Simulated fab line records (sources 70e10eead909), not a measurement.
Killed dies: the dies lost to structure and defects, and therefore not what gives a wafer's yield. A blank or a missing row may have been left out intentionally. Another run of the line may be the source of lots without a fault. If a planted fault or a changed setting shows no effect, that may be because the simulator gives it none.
fab line records	flow nandHarc
record lots=13	wafers=39	lastDay=24
route steps=1159 shown P_M0@275 HYBRID_BOND@1100 THIN_TSV@1103 END@1159
lots that met no fault: taken from a fault-free run of the same line
startH: hours from the record's first day to the start of the lot's first wafer shown	waitH: how many hours have passed since the lot's step before this one	" unchanged from the row above	L1.1+2: a single row standing in for several wafers	- either no value or no given start	* or withheld: withheld	< > ~ a bound
route shown NAME@n: names a module that has steps shown in the file, with the first one's number in the route	usual: mean/standard deviation of fault-free wafers	same: alike in all rows	chamber/n: place in a boat	sites: each site's reading	_std_site: standard deviation of those values	_edge_site: mean of outer sites minus mean of inner sites	radiusMm: how far each site lies from the wafer's centre	mask NAME#n: copy n	behind: the tool/chamber that last shaped the wafer	hold: why the lot went on hold/how many hours it stayed there/how the hold came to an end	device: names the non-switching transistor (n, p or np)	end of line: the route-end tests of the same wafers	for a step that has no rows: nothing shown but its recipe	killed: the dies lost at the first sort to structure and to defects; this is not the yield of the wafer	map: dies across one wafer; x = killed, . = not, _ = none there
set.NAME: the run value of the setting; set.NAME@STEP: its run value at that earlier step	model.NAME: the simulator's own value behind a step, which no gauge read
a sample of lots followed through the steps of the route, with each step as a table and each wafer as a row
services: from which hour (startH, from the record's first day; less than 0 if before it) a tool's chamber was out of use, for how many hours, and why
## steps
# step NHARC_P_M0_PVD_21
# recipe targetThkA=300	chamberPressurePa=5	powerW=5000	substrateTempC=30	timeS=20.49	material=Cu
# usual cathodeDcPowerW=5000.0/0.84	throttleValvePct=29.9/1.4
lot.wafer	tool	chamber	startH	waitH	cathodeDcPowerW	throttleValvePct
L516.1	pvdSputter-02	-	126.91	-	5000.1	31.2
L516.2	"	-	"	"	5001.5	29.0
L516.3	"	-	"	"	5000.5	30.8
L515.2	pvdSputter-03	-	130.32	-	5000.4	30.7
L515.3	"	-	"	"	5000.3	31.1
L515.5	"	-	"	"	5000.0	31.0
L517.3	pvdSputter-03	-	131.54	-	5000.9	27.8
L517.2	"	-	"	"	4999.6	30.5
L517.5	"	-	"	"	4998.6	31.0
L518.4	pvdSputter-02	-	145.40	-	5000.3	28.8
L518.2	"	-	"	"	4998.1	30.6
L518.5	"	-	"	"	4999.3	28.9
L519.2	pvdSputter-03	-	146.00	-	4999.5	30.6
L519.5	"	-	"	"	5001.4	30.8
L519.6	"	-	"	"	5000.9	30.7
L520.4	pvdSputter-01	-	147.07	-	4999.8	27.1
L520.2	"	-	"	"	4999.7	29.9
L520.1	"	-	"	"	5000.9	30.1
L521.3	pvdSputter-01	-	155.28	-	4998.8	29.7
L521.6	"	-	"	"	4998.7	29.7
L521.5	"	-	"	"	5000.1	30.2
L522.1	pvdSputter-03	-	163.85	-	5000.2	30.5
L522.4	"	-	"	"	4999.6	30.6
L522.5	"	-	"	"	5000.7	30.8
L523.1	pvdSputter-03	-	170.31	-	4999.6	30.4
L523.5	"	-	"	"	4999.9	31.0
L523.6	"	-	"	"	4999.7	28.2
L524.4	pvdSputter-02	-	179.65	-	5000.0	28.8
L524.5	"	-	"	"	4999.3	31.1
L524.6	"	-	"	"	5000.1	28.8
L528.3	pvdSputter-03	-	214.05	-	5001.2	27.7
L528.5	"	-	"	"	5000.3	30.5
L528.6	"	-	"	"	4999.1	31.1
L535.3	pvdSputter-02	-	248.12	-	4999.5	29.5
L535.6	"	-	"	"	5000.1	30.4
L535.5	"	-	"	"	5001.1	29.9
L537.2	pvdSputter-02	-	253.85	-	4999.6	30.0
L537.3	"	-	"	"	4998.4	29.8
L537.1	"	-	"	"	4999.0	29.6
# step NHARC_HYBRID_BOND_INSPECT_06
# recipe inspectInstrument=irVoid
# usual rawDefectCount=31/14
lot.wafer	tool	chamber	startH	waitH	rawDefectCount
L517.2	defectInspect-01	-	421.54	0.1	18
L517.3	"	-	"	"	13
L517.5	"	-	"	"	14
L516.1	defectInspect-02	-	434.24	0.0	5
L516.2	"	-	"	"	11
L516.3	"	-	"	"	7
L515.2	defectInspect-01	-	434.25	0.1	28
L515.3	"	-	"	"	36
L515.5	"	-	"	"	19
L518.2	defectInspect-01	-	445.39	0.1	33
L518.4	"	-	"	"	37
L518.5	"	-	"	"	48
L520.1	defectInspect-01	-	449.65	0.0	25
L520.2	"	-	"	"	30
L520.4	"	-	"	"	29
L519.2	defectInspect-02	-	449.66	0.1	21
L519.5	"	-	"	"	23
L519.6	"	-	"	"	27
L521.3	defectInspect-01	-	464.13	0.1	29
L521.5	"	-	"	"	24
L521.6	"	-	"	"	22
L522.1	defectInspect-01	-	473.23	0.0	24
L522.4	"	-	"	"	26
L522.5	"	-	"	"	17
L523.1	defectInspect-02	-	473.23	0.0	20
L523.5	"	-	"	"	28
L523.6	"	-	"	"	30
L524.4	defectInspect-01	-	477.64	0.1	53
L524.5	"	-	"	"	45
L524.6	"	-	"	"	50
L528.3	defectInspect-01	-	516.82	0.1	40
L528.5	"	-	"	"	28
L535.3	defectInspect-01	-	556.77	0.1	26
L535.5	"	-	"	"	36
L535.6	"	-	"	"	25
L537.1	defectInspect-01	-	556.79	0.1	67
L537.2	"	-	"	"	45
L537.3	"	-	"	"	53
# step NHARC_THIN_TSV_THK_MEAS_02
# recipe thkMeasGauge=ir
# usual thkNm=2973/210
lot.wafer	tool	chamber	startH	waitH	thkNm
L517.2	filmMetro-01	-	424.36	-	2881
L517.3	"	-	"	"	2855
L517.5	"	-	"	"	3021
L516.1	filmMetro-01	-	435.88	-	2834
L516.2	"	-	"	"	3196
L516.3	"	-	"	"	2938
L515.2	filmMetro-02	-	437.08	-	2843
L515.3	"	-	"	"	3243
L515.5	"	-	"	"	3236
L518.2	filmMetro-02	-	447.01	-	2887
L518.4	"	-	"	"	3237
L518.5	"	-	"	"	3054
L520.1	filmMetro-02	-	451.33	-	2617
L520.2	"	-	"	"	2916
L520.4	"	-	"	"	3002
L519.2	filmMetro-02	-	452.54	-	2856
L519.5	"	-	"	"	2934
L519.6	"	-	"	"	2944
L521.3	filmMetro-02	-	465.75	-	2952
L521.5	"	-	"	"	2779
L521.6	"	-	"	"	3150
L522.1	filmMetro-01	-	475.28	-	3373
L522.4	"	-	"	"	3105
L522.5	"	-	"	"	3522
L523.1	filmMetro-02	-	476.88	0.2	2781
L523.5	"	-	"	"	2867
L523.6	"	-	"	"	3171
L524.4	filmMetro-01	-	480.46	-	2525
L524.5	"	-	"	"	2749
L524.6	"	-	"	"	2935
L528.3	filmMetro-01	-	519.68	0.2	3125
L528.5	"	-	"	"	2611
L535.3	filmMetro-01	-	559.61	-	2871
L535.5	"	-	"	"	2680
L535.6	"	-	"	"	2777
L537.1	filmMetro-02	-	562.02	-	3111
L537.2	"	-	"	"	2972
L537.3	"	-	"	"	3142
# step NHARC_THIN_TSV_CD_MEAS_16
# usual cdNm=1000.4/1.6
lot.wafer	tool	chamber	startH	waitH	cdNm
L517.2	cdSem-03	-	426.25	0.1	1000.8
L517.3	"	-	"	"	1002.5
L517.5	"	-	"	"	1000.6
L516.1	cdSem-01	-	437.90	0.1	998.8
L516.2	"	-	"	"	998.7
L516.3	"	-	"	"	999.5
L515.2	cdSem-03	-	438.96	0.1	999.8
L515.3	"	-	"	"	1000.2
L515.5	"	-	"	"	999.2
L518.2	cdSem-01	-	449.24	0.1	1000.7
L518.4	"	-	"	"	999.9
L518.5	"	-	"	"	999.1
L520.1	cdSem-02	-	453.53	0.1	999.6
L520.2	"	-	"	"	999.4
L520.4	"	-	"	"	1000.7
L519.2	cdSem-03	-	454.60	0.1	1000.6
L519.5	"	-	"	"	999.5
L519.6	"	-	"	"	999.9
L521.3	cdSem-01	-	467.80	0.1	999.7
L521.5	"	-	"	"	999.6
L521.6	"	-	"	"	1000.5
L522.1	cdSem-02	-	477.17	0.1	1000.7
L522.4	"	-	"	"	1000.8
L522.5	"	-	"	"	999.8
L523.1	cdSem-01	-	478.77	0.1	1001.8
L523.5	"	-	"	"	999.2
L523.6	"	-	"	"	1000.8
L524.4	cdSem-03	-	482.71	0.1	1000.4
L524.5	"	-	"	"	1001.2
L524.6	"	-	"	"	999.3
L528.3	cdSem-03	-	521.58	0.1	1001.1
L528.5	"	-	"	"	999.8
L535.3	cdSem-01	-	561.51	0.1	1002.4
L535.5	"	-	"	"	1001.1
L535.6	"	-	"	"	1004.0
L537.1	cdSem-02	-	564.03	0.1	999.6
L537.2	"	-	"	"	1001.0
L537.3	"	-	"	"	1000.7
# step NHARC_END_SORT_01
# recipe tempC=25
# usual defectLimitedYield=95.6/1.6	killedAtArray=26/10	killedAtOther=0.5/0.87	killedAtPeriphery=3.0/2.5	killedDies=29/11	killedOpen=3.3/1.9	killedShort=1.8/1.5	sort_bin_2_pct=1.3/0.63	sort_bin_3_pct=0.25/0.22	sort_bin_4_pct=2.8/1.1	sortNPass=648/11	sortRimYieldPct=96.5/2.6	sortYieldPct=95.6/1.6
# same grossDies=677	sort_bin_5_pct[%]=0	sort_bin_6_pct[%]=0	sort_bin_7_pct[%]=0	sort_bin_8_pct[%]=0	sortRimNGross=106.00
lot.wafer	tool	chamber	startH	waitH	defectLimitedYield[%]	killedAtArray	killedAtOther	killedAtPeriphery	killedDies	killedOpen	killedShort	sort_bin_2_pct[%]	sort_bin_3_pct[%]	sort_bin_4_pct[%]	sortNPass	sortRimYieldPct[%]	sortYieldPct[%]
L518.2	prober-02	0	464.07	2.8	95.4	28	1	2	31	4	0	1.2	0.30	3.1	646	98.1	95.4
L518.4	prober-02	0	465.65	3.4	95.1	30	0	3	33	2	1	1.6	0.30	3.0	644	95.3	95.1
L518.5	prober-02	0	466.44	3.7	94.4	35	1	2	38	2	0	1.8	0.44	3.4	639	96.2	94.4
L524.4	prober-02	0	501.54	3.4	93.6	41	0	2	43	7	0	1.9	0.44	4.0	634	94.3	93.6
L524.5	prober-02	0	502.35	3.7	95.0	32	1	1	34	5	0	2.2	0.15	2.7	643	93.4	95.0
L524.6	prober-02	0	503.15	4.0	94.2	38	0	1	39	1	0	1.3	0.59	3.8	638	99.1	94.2
L528.3	prober-02	0	535.81	3.1	93.6	40	1	2	43	5	2	1.6	0	4.7	634	97.2	93.6
L528.5	prober-02	0	537.38	3.6	95.7	26	0	3	29	4	2	1.2	0.15	3.0	648	97.2	95.7
L528.6	prober-02	0	538.17	3.9	0	34	0	643	677	5	4	95.9	0.59	3.5	0	0	0
L535.3	prober-01	0	575.97	3.1	95.9	21	1	6	28	3	3	1.2	0.44	2.5	649	98.1	95.9
L535.5	prober-01	0	577.60	3.8	94.5	27	1	9	37	4	1	1.8	0	3.7	640	93.4	94.5
L535.6	prober-01	0	578.41	4.1	96.3	18	2	5	25	0	3	1.0	0.15	2.5	652	97.2	96.3
# killed by level:class
L518.2 A_SLIT:chamberFilmFlake=11 A_CHANNEL_HOLE_D1:chamberFilmFlake=9 A_CONTACT:chamberFilmFlake=3 A_CONTACT:geometricParticle:open=2 A_STAIRCASE:chamberFilmFlake=2 P_M0:geometricParticle:open=1 A_WL_FILL:geometricParticle:open=1 P_ZERO_WELL:chamberFilmFlake=1
L518.4 A_CHANNEL_HOLE_D1:chamberFilmFlake=16 A_SLIT:chamberFilmFlake=11 P_CONTACT:geometricParticle:open=2 A_CONTACT:chamberFilmFlake=2 P_M0:geometricParticle:short=1 A_M0:chamberFilmFlake=1
L518.5 A_CHANNEL_HOLE_D1:chamberFilmFlake=16 A_SLIT:chamberFilmFlake=11 A_CONTACT:chamberFilmFlake=4 P_ZERO_WELL:chamberFilmFlake=2 A_SGD_CUT:geometricParticle:open=1 A_CONTACT:geometricParticle:open=1 A_WL_FILL:chamberFilmFlake=1 A_BLC:chamberFilmFlake=1
L524.4 A_CHANNEL_HOLE_D1:chamberFilmFlake=19 A_SLIT:chamberFilmFlake=10 A_M1:chamberFilmFlake=3 A_STAIRCASE:chamberFilmFlake=2 A_CONTACT:chamberFilmFlake=2 P_GATE:geometricParticle:open=1 P_CONTACT:geometricParticle:open=1 A_ONON_D1:geometricParticle:open=1
L524.5 A_CHANNEL_HOLE_D1:chamberFilmFlake=11 A_SLIT:chamberFilmFlake=11 A_CONTACT:chamberFilmFlake=4 A_M1:chamberFilmFlake=2 P_GATE:geometricParticle:open=1 A_ONON_D1:geometricParticle:open=1 A_SGD_CUT:geometricParticle:open=1 A_CONTACT:geometricParticle:open=1
L524.6 A_CHANNEL_HOLE_D1:chamberFilmFlake=16 A_SLIT:chamberFilmFlake=14 A_STAIRCASE:chamberFilmFlake=2 A_CONTACT:chamberFilmFlake=2 A_M1:chamberFilmFlake=2 P_CONTACT:geometricParticle:open=1 A_CHANNEL_FILL_D1:chamberFilmFlake=1 A_WL_FILL:chamberFilmFlake=1
L528.3 A_CHANNEL_HOLE_D1:chamberFilmFlake=27 A_CONTACT:geometricParticle:open=4 A_WL_FILL:chamberFilmFlake=2 A_CONTACT:chamberFilmFlake=2 A_CHANNEL_FILL_D1:geometricParticle:short=1 A_CHANNEL_FILL_D1:geometricParticle:open=1 P_STI:chamberFilmFlake=1 P_M0:chamberFilmFlake=1
L528.5 A_CHANNEL_HOLE_D1:chamberFilmFlake=14 A_STAIRCASE:chamberFilmFlake=3 A_WL_FILL:geometricParticle:open=2 P_GATE:chamberFilmFlake=2 A_CONTACT:chamberFilmFlake=2 A_ONON_D1:geometricParticle:open=1 A_ONON_D1:geometricParticle:short=1 A_CHANNEL_HOLE_D1:geometricParticle:short=1
L528.6 P_M0:areaPvd=637 A_CHANNEL_HOLE_D1:chamberFilmFlake=19 A_STAIRCASE:chamberFilmFlake=6 P_GATE:chamberFilmFlake=3 A_WL_FILL:geometricParticle:short=2 A_CONTACT:chamberFilmFlake=2 P_CONTACT:geometricParticle:open=1 P_M1:geometricParticle:short=1
L535.3 A_CHANNEL_HOLE_D1:chamberFilmFlake=9 A_CONTACT:chamberFilmFlake=6 P_STI:chamberFilmFlake=3 P_M2:chamberFilmFlake=2 P_M2:geometricParticle:open=1 A_ONON_D1:geometricParticle:short=1 A_CHANNEL_HOLE_D1:geometricParticle:short=1 A_WL_FILL:geometricParticle:short=1
L535.5 A_CHANNEL_HOLE_D1:chamberFilmFlake=11 P_M2:chamberFilmFlake=7 A_STAIRCASE:chamberFilmFlake=6 A_CONTACT:chamberFilmFlake=3 A_CONTACT:geometricParticle:open=2 A_M0:chamberFilmFlake=2 P_CONTACT:geometricParticle:open=1 A_ONON_D1:geometricParticle:short=1
L535.6 A_CONTACT:chamberFilmFlake=5 A_CHANNEL_HOLE_D1:chamberFilmFlake=4 P_STI:chamberFilmFlake=3 A_ONON_D1:geometricParticle:short=2 P_M2:chamberFilmFlake=2 A_SLIT:chamberFilmFlake=2 A_WL_FILL:chamberFilmFlake=2 THIN_TSV:chamberFilmFlake=2
## services
tool	chamber	startH	hours	kind
pvdSputter-02	-	124.96	1.4	repair
pvdSputter-01	-	131.36	2.0	repair
pvdSputter-01	-	143.99	1.0	repair
pvdSputter-01	-	158.07	10.0	pm
pvdSputter-02	-	182.51	2.1	repair
pvdSputter-02	-	192.38	2.9	repair
pvdSputter-02	-	215.40	10.0	pm
pvdSputter-01	-	217.98	2.5	repair
## key
firstSign step=NHARC_END_SORT_01	reading=killedAtPeriphery	direction=up	sigmas=99+	usual=3.0	struck=643
effect step=NHARC_END_SORT_01	reading=sort_bin_2_pct	direction=up	sigmas=99+	usual=1.3	struck=95.9
moreKillsBornAt NHARC_P_M0_PVD_21@pvdSputter-03=637
metAt NHARC_P_M0_PVD_21
struckLots L528
struckWafers L528.6
laterRowsLeftOut L528.6
notActingAt NHARC_HYBRID_BOND_INSPECT_06,NHARC_THIN_TSV_THK_MEAS_02,NHARC_THIN_TSV_CD_MEAS_16
onsetBetween 170.31 214.05
fault kind=processParameterDrift	tool=pvdSputter-03	chamber=-	onsetH=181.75	steps=NHARC_P_M0_PVD_21	channel=targetThkA	offset=*	shape=step	endH=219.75	scope=struckWafersOnly	actsIn=*	stated=*
# laterRowsLeftOut: the simulator's readings of these wafers behind a module that went badly wrong aren't trusted and aren't shown, but for the sort
